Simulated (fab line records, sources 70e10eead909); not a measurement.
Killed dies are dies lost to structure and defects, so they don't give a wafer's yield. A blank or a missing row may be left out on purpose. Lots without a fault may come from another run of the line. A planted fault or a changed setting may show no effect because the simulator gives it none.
Chamber matching | flow nand_harc | NHARC_A_WL_FILL_STRIP_29 on rie_diel-07: 4 sister chambers
The step strips in O2, time 20 s. 16 wafers are shown with their chamber, then 8 later ones without.

WAFERS WITH THEIR CHAMBER
wafer  | chamber | showerhead_plenum_p_Torr (Torr) | drypump_motor_current_A (A) | oes_product_au (a.u.)
L076.3 | 2       | 3.40                            | 5.8                         | 0.992
L076.5 | 1       | 3.62                            | 6.4                         | 1.001
L076.6 | 2       | 3.40                            | 5.9                         | 0.993
L079.1 | 0       | 3.69                            | 5.8                         | 1.007
L079.4 | 3       | 3.31                            | 6.2                         | 1.007
L079.6 | 3       | 3.31                            | 6.2                         | 1.013
L082.1 | 1       | 3.62                            | 6.4                         | 0.995
L082.3 | 2       | 3.40                            | 5.8                         | 0.993
L082.6 | 2       | 3.40                            | 5.8                         | 0.991
L085.1 | 1       | 3.61                            | 6.4                         | 0.995
L085.3 | 3       | 3.31                            | 6.2                         | 1.003
L085.6 | 2       | 3.40                            | 5.8                         | 0.996
L087.4 | 3       | 3.31                            | 6.2                         | 1.009
L087.5 | 3       | 3.31                            | 6.2                         | 1.010
L087.6 | 2       | 3.40                            | 5.8                         | 0.991
L089.1 | 2       | 3.40                            | 5.8                         | 0.982

SIGNATURES (means of the wafers above)
reading                  | chamber 0 | chamber 1 | chamber 2 | chamber 3 | scatter within a chamber
showerhead_plenum_p_Torr | 3.6900    | 3.6167    | 3.4000    | 3.3100    | 0.00236
drypump_motor_current_A  | 5.800     | 6.400     | 5.814     | 6.200     | 0.0267
oes_product_au           | 1.00700   | 0.99700   | 0.99114   | 1.00840   | 0.00402
Rule: a wafer's distance from a chamber is the root of the sum, over the readings, of the square of ((its reading less the chamber's mean) divided by the reading's scatter). The wafer belongs to the nearest chamber; if the next one is less than 2 further off, it can't be placed. The scatter: the root of (the sum of the squares of (reading less its chamber's mean) over the shown wafers, divided by (wafers less chambers)).

WAFERS WITHOUT THEIR CHAMBER
wafer  | showerhead_plenum_p_Torr (Torr) | drypump_motor_current_A (A) | oes_product_au (a.u.)
L089.2 | 3.68                            | 5.8                         | 0.998
L089.3 | 3.31                            | 6.2                         | 1.000
L093.1 | 3.61                            | 6.5                         | 1.012
L093.2 | 3.68                            | 5.8                         | 0.993
L093.5 | 3.61                            | 6.5                         | 1.001
L097.1 | 3.39                            | 5.8                         | 1.005
L097.3 | 3.31                            | 6.2                         | 1.006
L097.6 | 3.68                            | 5.8                         | 1.012

WHICH CHAMBER EACH WENT THROUGH
wafer  | from the rows above | in truth
L089.2 | 0                   | 0
L089.3 | 3                   | 3
L093.1 | 1                   | 1
L093.2 | 0                   | 0
L093.5 | 1                   | 1
L097.1 | 2                   | 2
L097.3 | 3                   | 3
L097.6 | 0                   | 0
Placed correctly: 8 of 8. Can't be placed from these rows: 0. Placed wrongly: 0.
